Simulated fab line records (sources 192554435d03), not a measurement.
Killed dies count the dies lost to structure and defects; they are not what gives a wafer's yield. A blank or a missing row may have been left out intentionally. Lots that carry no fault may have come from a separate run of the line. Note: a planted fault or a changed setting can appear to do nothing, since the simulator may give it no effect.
One fault through the eyes of 3 desks || flow n5 finfet || what lay behind the numbers comes last; until then each desk has only its own

FROM THE METROLOGY DESK
What the gauges read for every lot (on any tool): the sampled wafers with a number, averaged. The brackets show how far a lot's mean lies from the usual mean; more than 4 standard deviations puts the lot out of limits, marked OUT. Shown here are 7 of its 10 readings, the ones lying furthest out on some lot.
Columns: A = DIBL_N at N5_BEOL_M4_RC_MEAS_101, usual 36.5 mV/V; B = DIBL_P at N5_BEOL_M4_RC_MEAS_101, usual 36.5 mV/V; C = IOFF_P at N5_BEOL_M4_RC_MEAS_101, usual 0.22 nA/um; D = ION_N at N5_BEOL_M4_RC_MEAS_101, usual 677 uA/um; E = ION_P at N5_BEOL_M4_RC_MEAS_101, usual 463 uA/um; F = SS_N at N5_BEOL_M4_RC_MEAS_101, usual 71.6 mV/dec; G = VT_P at N5_BEOL_M4_RC_MEAS_101, usual -250 mV
{"lot": "L795", "first seen here": "day 7 22:33", "A": 34.3, "B": 33.3, "C": 0.17, "D": 662, "E": 450, "F": 70.9, "G": -254}
{"lot": "L796", "first seen here": "day 8 08:12", "A": 36.3, "B": 35.7, "C": 0.19, "D": 678, "E": 457, "F": 71.3, "G": -254}
{"lot": "L800", "first seen here": "day 9 10:14", "A": 36.4, "B": 36.2, "C": 0.22, "D": 685, "E": 471, "F": 71.6, "G": -247}
{"lot": "L805", "first seen here": "day 10 20:40", "A": 37.3, "B": 35.8, "C": 0.21, "D": 675, "E": 453, "F": 72.1, "G": -251}
{"lot": "L808", "first seen here": "day 11 07:36", "A": 37.0, "B": 37.1, "C": 0.20, "D": 677, "E": 459, "F": 72.2, "G": -252}
{"lot": "L809", "first seen here": "day 11 12:56", "A": 35.8, "B": 36.1, "C": 0.22, "D": 678, "E": 468, "F": 71.1, "G": -249}
{"lot": "L815", "first seen here": "day 13 18:14", "A": 34.8, "B": 36.3, "C": 0.19, "D": 677, "E": 465, "F": 71.1, "G": -251}
{"lot": "L816", "first seen here": "day 13 21:04", "A": 34.7, "B": 34.5, "C": 0.20, "D": 656, "E": 460, "F": 71.2, "G": -250}
{"lot": "L818", "first seen here": "day 14 23:12", "A": 38.5, "B": 37.8, "C": 0.24, "D": 667, "E": 461, "F": 72.4, "G": -248}
This desk's verdict: no lot among the 9 shows anything out of limits.

DESK OF THE TOOL OWNER: rie diel-01
The tool's own readings at N5_BEOL_M1_ETCH_77 (etches underlayer in N2/H2, target depth 6.5 nm, time 5.2 s): means of the sampled wafers that have a number, for each lot that ran on this tool. The brackets show how far a lot's mean lies from the usual mean; more than 4 standard deviations puts the lot out of limits, marked OUT. Shown here are 7 of its 8 readings, the ones lying furthest out on some lot.
Columns: A = bias w at N5_BEOL_M1_ETCH_77, usual 150.0 W; B = chamber pressure mTorr at N5_BEOL_M1_ETCH_77, usual 30.00 mTorr; C = drypump motor current A at N5_BEOL_M1_ETCH_77, usual 5.8 A; D = oes product au at N5_BEOL_M1_ETCH_77, usual 0.65 a.u.; E = rf vpp V at N5_BEOL_M1_ETCH_77, usual 523.7 V; F = showerhead plenum p Torr at N5_BEOL_M1_ETCH_77, usual 2.54 Torr; G = throttle valve pct at N5_BEOL_M1_ETCH_77, usual 17.83 %
{"lot": "L800", "first seen here": "day 7 10:07", "A": 150.4, "B": 30.03, "C": 6.2, "D": 0.72, "E": 522.9, "F": 2.50, "G": 17.68}
{"lot": "L805", "first seen here": "day 8 14:28", "A": 149.9, "B": 30.02, "C": 5.9, "D": 0.71, "E": 523.8, "F": 2.56, "G": 17.71}
{"lot": "L818", "first seen here": "day 12 02:52", "A": 150.2, "B": 30.00, "C": 6.1, "D": 0.69, "E": 526.1, "F": 2.58, "G": 17.65}
This desk's verdict: no lot among the 3 shows anything out of limits.

THE DEFECT DESK
Per lot, the means of the sampled wafers with a number show what the inspections along the route counted. The brackets show how far a lot's mean lies from the usual mean; more than 4 standard deviations puts the lot out of limits, marked OUT.
Columns: A = raw defect count at N5_BEOL_M1_INSPECT_30, usual 435
{"lot": "L795", "first seen here": "day 6 03:40", "A": 322}
{"lot": "L796", "first seen here": "day 6 08:01", "A": 450}
{"lot": "L800", "first seen here": "day 7 10:03", "A": 464}
{"lot": "L805", "first seen here": "day 8 14:23", "A": 532}
{"lot": "L808", "first seen here": "day 9 12:39", "A": 572}
{"lot": "L809", "first seen here": "day 9 16:49", "A": 467}
{"lot": "L815", "first seen here": "day 11 07:53", "A": 397}
{"lot": "L816", "first seen here": "day 11 14:19", "A": 461}
{"lot": "L818", "first seen here": "day 12 02:47", "A": 394}
This desk's verdict: no lot among the 9 shows anything out of limits.

BROUGHT TOGETHER
At the metrology desk, nothing out of limits was observed.
Nothing out of limits was seen by the tool owner's desk.
No out-of-limits result turned up at the defect desk.

WHAT THE SIMULATOR HAD INSERTED
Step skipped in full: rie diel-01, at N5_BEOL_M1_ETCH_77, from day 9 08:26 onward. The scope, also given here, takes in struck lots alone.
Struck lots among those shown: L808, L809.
